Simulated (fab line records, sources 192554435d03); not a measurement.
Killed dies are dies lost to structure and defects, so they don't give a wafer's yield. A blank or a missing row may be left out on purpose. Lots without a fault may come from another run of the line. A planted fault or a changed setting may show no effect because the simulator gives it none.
fab line records | flow n5_finfet
record lots=4 wafers=12 last_day=16
route steps=1938 shown BEOL_M4@1037 PASSIVATION@1936
lots that met no fault: from a run of the same line without faults
start_h: hours from the record's first day to the start of the lot's first wafer shown | wait_h: hours since the lot's step before | " the same as in the row above | L1.1+2: a row that stands for several wafers | - no value, or no start given | * or withheld: withheld | < > ~ a bound
route shown NAME@n: a module of which the file shows steps, and the number in the route of the first | usual: mean/standard deviation of fault-free wafers | same: alike in all rows | chamber/n: place in a boat | sites: the reading at each site | _std_site: their standard deviation | _edge_site: outer sites' mean less inner sites' | radius_mm: how far each site lies from the wafer's centre | mask NAME#n: copy n | behind: the tool/chamber that last shaped the wafer | hold: why the lot was held/for how many hours/how that ended | device: the transistor (n, p or np) that didn't switch | end of line: the same wafers' tests at the end of the route | a step without rows: its recipe alone | killed: dies lost to structure and defects at the first sort, not the wafer's yield | map: a wafer's dies, x killed, . not, _ none there
set.NAME: the setting as run; set.NAME@STEP: as run at that earlier step | model.NAME: the simulator's own value behind a step, which no gauge read
lots at some steps of the route; a table a step, a row a wafer
services: from which hour (start_h, from the record's first day; less than 0 if before it) a tool's chamber was out of use, for how many hours, and why
## steps
# step N5_BEOL_M4_DESCUM_16
# recipe chemistry=O2 time_s=7 source_power_w=50 bias_power_w=20 pressure_mtorr=20 rf_frequency_hz=2.712e+07 temp_c=40 resist=CAR-EUV o2_flow_sccm=225
# step N5_BEOL_M4_ETCH_74
# recipe chemistry=N2/H2 target=underlayer target_depth_a=65 mask_material=CAR-EUV time_s=5.2 ion_energy_ev=200 pressure_mtorr=30 source_w=840 bias_w=150 n2_flow_sccm=200 h2_flow_sccm=200 ends=cleared
# step N5_BEOL_M4_ETCH_63
# recipe chemistry=CF4 target=SiARC target_depth_a=156 mask_material=CAR-EUV time_s=26 ion_energy_ev=80 pressure_mtorr=40 source_w=545 bias_w=36 Ar_flow_sccm=100 cf4_flow_sccm=100 ends=cleared
# step N5_BEOL_M4_ETCH_64
# recipe chemistry=N2/H2 target=SOC target_depth_a=750 overetch_a=225 mask_material=SiARC temp_c=40 time_s=121.9 ion_energy_ev=200 pressure_mtorr=30 source_w=840 bias_w=150 n2_flow_sccm=200 h2_flow_sccm=200
# step N5_BEOL_M4_STRIP_65
# recipe chemistry=N2/H2 temp_c=40 n2_flow_sccm=200 h2_flow_sccm=200 rf_frequency_hz=6e+07
# step N5_BEOL_M4_STRIP_75
# recipe chemistry=N2/H2 temp_c=40 n2_flow_sccm=200 h2_flow_sccm=200 rf_frequency_hz=6e+07
# step N5_BEOL_M4_STRIP_66
# recipe chemistry=CF4 resist=SiARC power_w=300 bias_power_w=75 pressure_mtorr=50 cf4_flow_sccm=150 rf_frequency_hz=6e+07
# step N5_BEOL_M4_HM_OPEN_17
# recipe chemistry=Cl2/BCl3 target_depth_a=200 overetch_a=60 target=TiN mask_material=SOC ion_energy_ev=150 pressure_mtorr=10 icp_w=1000 bias_w=126 Cl2_flow_sccm=53.25 bcl3_flow_sccm=21.75 Ar_flow_sccm=25
# step N5_BEOL_M4_STRIP_19
# recipe chemistry=O2 power_w=400 temp_c=40 pressure_mtorr=30 rf_frequency_hz=6e+07 bias_power_w=0 overash_fraction=0.2 o2_flow_sccm=225
# step N5_BEOL_M4_COAT_67
# recipe resist=SOC temp_c=250 time_s=60 spin_rpm=1500 resist_thk_nm=60
# step N5_BEOL_M4_COAT_68
# recipe resist=SiARC temp_c=220 time_s=60 spin_rpm=1500 resist_thk_nm=12
# usual spin_speed_rpm=1500.0/1
# same time_s=60
# columns lot.wafer tool chamber start_h wait_h spin_speed_rpm
L528.2 litho_track-01 0 147.58 - 1498.8
L528.4 " 0 " " 1498.5
L528.6 " 0 " " 1501.9
L537.2 litho_track-01 0 225.44 - 1546.0
L537.4 " 0 " " 1546.1
L537.6 " 0 " " 1548.1
L540.1 litho_track-01 0 233.55 - 1547.2
L540.3 " 0 " " 1548.4
L540.5 " 0 " " 1546.3
L547.3 litho_track-02 0 275.70 - 1499.6
L547.4 " 0 " " 1499.4
L547.6 " 0 " " 1500.6
# step N5_BEOL_M4_COAT_76
# recipe resist=underlayer temp_c=205 time_s=60 spin_rpm=1500 resist_thk_nm=5
# step N5_BEOL_M4_COAT_22
# recipe resist=CAR-EUV spin_rpm=1500 resist_thk_nm=30
# step N5_BEOL_M4_EBR_24
# recipe solvent=PGMEA ebr_width_mm=1.5
# step N5_BEOL_M4_SOFTBAKE_23
# recipe temp_c=110 time_s=60 resist=CAR-EUV
# step N5_BEOL_M4_EXPOSE_25
# recipe mask_id=V3 na=0.33 source_shape=quasar sigma_inner=0.2 sigma_outer=0.8 polarization=unpolarized defocus_nm=5 dose_mj=63
# step N5_BEOL_M4_PEB_26
# recipe peb_temp_c=100 peb_time_s=60 resist=CAR-EUV
# step N5_BEOL_M4_DEVELOP_27
# recipe develop_time_s=30 developer=TMAH resist=CAR-EUV rinse_liquid=surfactant_rinse dry=air_spin dev_temp_c=23
# step N5_BEOL_M4_DESCUM_33
# recipe chemistry=O2 time_s=7 source_power_w=50 bias_power_w=20 pressure_mtorr=20 rf_frequency_hz=2.712e+07 temp_c=40 resist=CAR-EUV o2_flow_sccm=225
# step N5_BEOL_M4_ETCH_77
# recipe chemistry=N2/H2 target=underlayer target_depth_a=65 mask_material=CAR-EUV time_s=5.2 ion_energy_ev=200 pressure_mtorr=30 source_w=840 bias_w=150 n2_flow_sccm=200 h2_flow_sccm=200 ends=cleared
# step N5_BEOL_M4_ETCH_69
# recipe chemistry=CF4 target=SiARC target_depth_a=156 mask_material=CAR-EUV time_s=26 ion_energy_ev=80 pressure_mtorr=40 source_w=545 bias_w=36 Ar_flow_sccm=100 cf4_flow_sccm=100 ends=cleared
# usual chamber_pressure_mTorr=40.00/0.039 drypump_motor_current_A=5.9/0.41 etch_rf_on_time_s=26.1/0.37 oes_product_au=0.66/0.074 rf_vpp_V=184.2/1.1 showerhead_plenum_p_Torr=2.15/0.05 throttle_valve_pct=15.69/0.21
# columns lot.wafer tool chamber start_h wait_h chamber_pressure_mTorr drypump_motor_current_A etch_rf_on_time_s oes_product_au rf_hours_counter_h rf_vpp_V showerhead_plenum_p_Torr throttle_valve_pct model.etch.depth_nm
L528.2 rie_diel-04 2 148.04 0.0 40.05 5.1 26.0 0.62 178 182.8 2.13 15.87 11.98
L528.4 " 3 " " 40.00 6.0 26.2 0.59 243 183.2 2.11 15.75 11.98
L528.6 " 1 " " 40.01 5.7 26.0 0.67 - 185.1 2.23 15.83 11.98
L537.2 rie_diel-01 2 226.53 0.0 40.03 5.9 25.8 0.63 164 184.4 2.14 15.52 11.8
L537.4 " 3 " " 40.05 6.1 25.4 0.70 71 182.4 2.17 15.68 11.78
L537.6 " 1 " " 40.01 6.7 25.4 0.61 - 184.1 2.12 15.94 11.79
L540.1 rie_diel-03 1 234.00 0.0 40.00 6.0 25.4 0.79 12 183.9 2.11 15.50 11.79
L540.3 " 0 " " 40.01 5.5 25.8 0.57 248 184.8 2.19 15.70 11.79
L540.5 " 2 " " 40.01 5.8 26.6 0.58 - 184.6 2.12 15.82 11.83
L547.3 rie_diel-03 0 276.29 0.0 39.94 5.5 26.0 0.83 7 183.2 2.19 15.19 12.03
L547.4 " 3 " " 40.08 6.1 25.7 0.81 - 182.0 2.10 15.31 12.06
L547.6 " 0 " " 40.06 5.5 25.9 0.83 - 185.1 2.19 15.20 12.04
# step N5_BEOL_M4_ALD_98
# recipe material=SiO2 target_thk_a=25 temp_c=100 ald_precursor_family=BDEAS ald_co_reactant=O2-plasma pulse_time_s=1 co_reactant_pulse_time_s=1 purge_time_s=2 co_reactant_purge_time_s=2 ald_cycles=17 pressure_torr=2
# step N5_BEOL_M4_RC_MEAS_101
# usual DIBL_N=36.3/1.2 DIBL_P=36.7/1.5 IOFF_N=0.164/0.02 IOFF_P=0.214/0.024 ION_N=673/8.5 ION_P=461/5.9 SS_N=71.6/0.44 SS_P=73.3/0.55 VT_N=249.4/2.4 VT_P=-250.0/2.3
# columns lot.wafer tool chamber start_h wait_h DIBL_N[mV/V] DIBL_P[mV/V] IOFF_N[nA/um] IOFF_P[nA/um] ION_N[uA/um] ION_P[uA/um] SS_N[mV/dec] SS_P[mV/dec] VT_N[mV] VT_P[mV]
L528.2 prober-01 0 158.24 0.2 35.1 35.1 0.145 0.184 670 460 71.3 73.2 251.1 -252.7
L528.4 " 0 " " 37.0 37.0 0.173 0.213 679 459 72.0 72.8 249.2 -248.5
L528.6 " 0 " " 33.9 33.9 0.127 0.173 668 459 71.4 72.7 253.1 -251.3
L537.2 prober-01 0 232.39 0.2 37.4 38.2 0.176 0.252 673 467 72.1 73.2 248.4 -246.0
L537.4 " 0 " " 36.3 37.4 0.160 0.228 664 460 71.9 73.2 248.9 -250.0
L537.6 " 0 " " 37.3 38.4 0.179 0.254 678 466 71.8 74.4 247.0 -246.8
L540.1 prober-02 0 247.75 0.0 37.7 36.2 0.166 0.207 667 461 72.1 73.8 248.4 -253.3
L540.3 " 0 " " 38.3 36.9 0.179 0.223 673 457 71.8 74.3 248.9 -247.9
L540.5 " 0 " " 38.0 37.0 0.183 0.222 672 457 71.5 73.8 249.3 -252.9
L547.3 prober-01 0 286.79 0.3 35.1 35.0 0.169 0.209 679 461 71.6 72.9 248.7 -251.1
L547.4 " 0 " " 34.8 35.3 0.159 0.197 676 460 71.4 73.4 249.4 -250.2
L547.6 " 0 " " 35.9 36.5 0.183 0.225 676 459 71.9 74.0 246.8 -248.9
# step N5_PASSIVATION_PROBE_49
# usual defect_limited_yield=91.2/1.5 killed_at_M0_to_M3=35/11 killed_at_M4_up=13/5.6 killed_at_contacts=13/6.3 killed_at_front_end=38/12 killed_at_other=3.7/2.9 killed_dies=104/18 killed_open=69/13 killed_short=34/8.3 sort_bin_5_function=5.2/0.95 sort_bin_6_memory=3.3/0.68 sort_n_pass=1076/18 sort_yield_pct=91.2/1.5
# same gross_dies=1180 killed_at_back_side=0 sort_bin_4_leakage[%]=0 sort_bin_8_speed[%]=0
# columns lot.wafer tool chamber start_h wait_h defect_limited_yield[%] killed_at_M0_to_M3 killed_at_M4_up killed_at_contacts killed_at_front_end killed_at_other killed_dies killed_open killed_short sort_bin_5_function[%] sort_bin_6_memory[%] sort_n_pass sort_yield_pct[%]
L540.5 prober-01 - 350.06 0.2 90.8 48 10 17 31 3 109 58 51 5.7 3.1 1071 90.8
# killed by level:class
L540.5 BEOL_M0_SAQP:geometric_particle:short=20 BEOL_M0_SAQP:geometric_particle:open=9 MOL_CONTACT_COAG:geometric_particle:open=9 MOL_CONTACT_COAG:geometric_particle:short=8 FIN_SAQP:geometric_particle:short=6 FIN_SAQP:geometric_particle:open=6 BEOL_M3:geometric_particle:open=6 DUMMY_GATE:geometric_particle:open=5
## services
# columns tool chamber start_h hours kind
rie_diel-03 0 155.80 6.7 repair
rie_diel-04 3 168.49 - clean
rie_diel-04 3 168.49 - consumable_replace:focus_ring
rie_diel-04 3 168.49 13.4 scheduled_down
rie_diel-04 3 168.49 13.4 vent_cycle
rie_diel-03 1 180.59 - clean
rie_diel-03 1 180.59 - consumable_replace:focus_ring
rie_diel-03 1 180.59 22.5 scheduled_down
rie_diel-03 1 180.59 22.5 vent_cycle
rie_diel-03 3 213.59 - clean
rie_diel-03 3 213.59 - consumable_replace:focus_ring
rie_diel-03 3 213.59 18.4 scheduled_down
rie_diel-03 3 213.59 18.4 vent_cycle
rie_diel-01 1 228.63 16.2 repair
rie_diel-03 - 239.55 1.0 repair
rie_diel-03 0 242.02 - clean
rie_diel-03 0 242.02 - consumable_replace:focus_ring
rie_diel-03 0 242.02 17.0 scheduled_down
rie_diel-03 0 242.02 17.0 vent_cycle
rie_diel-04 0 244.31 - clean
rie_diel-04 0 244.31 - consumable_replace:focus_ring
rie_diel-04 0 244.31 18.2 scheduled_down
rie_diel-04 0 244.31 18.2 vent_cycle
rie_diel-03 1 261.09 19.7 repair
## key
first_sign step=N5_BEOL_M4_COAT_68 reading=spin_speed_rpm direction=up sigmas=46 usual=* struck=*
effect none on later readings
model_effect step=N5_BEOL_M4_ETCH_69 value=etch.depth_nm without=11.98 struck=11.8
met_at N5_BEOL_M4_COAT_68
struck_wafers L537.2,L537.4,L537.6,L540.1,L540.3,L540.5
onset_between 147.58 225.44
fault kind=process_parameter_drift tool=litho_track-01 chamber=- onset_h=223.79 steps=N5_BEOL_M4_COAT_68 channel=spin_rpm offset=* shape=step end_h=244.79 acts_in=* stated=*
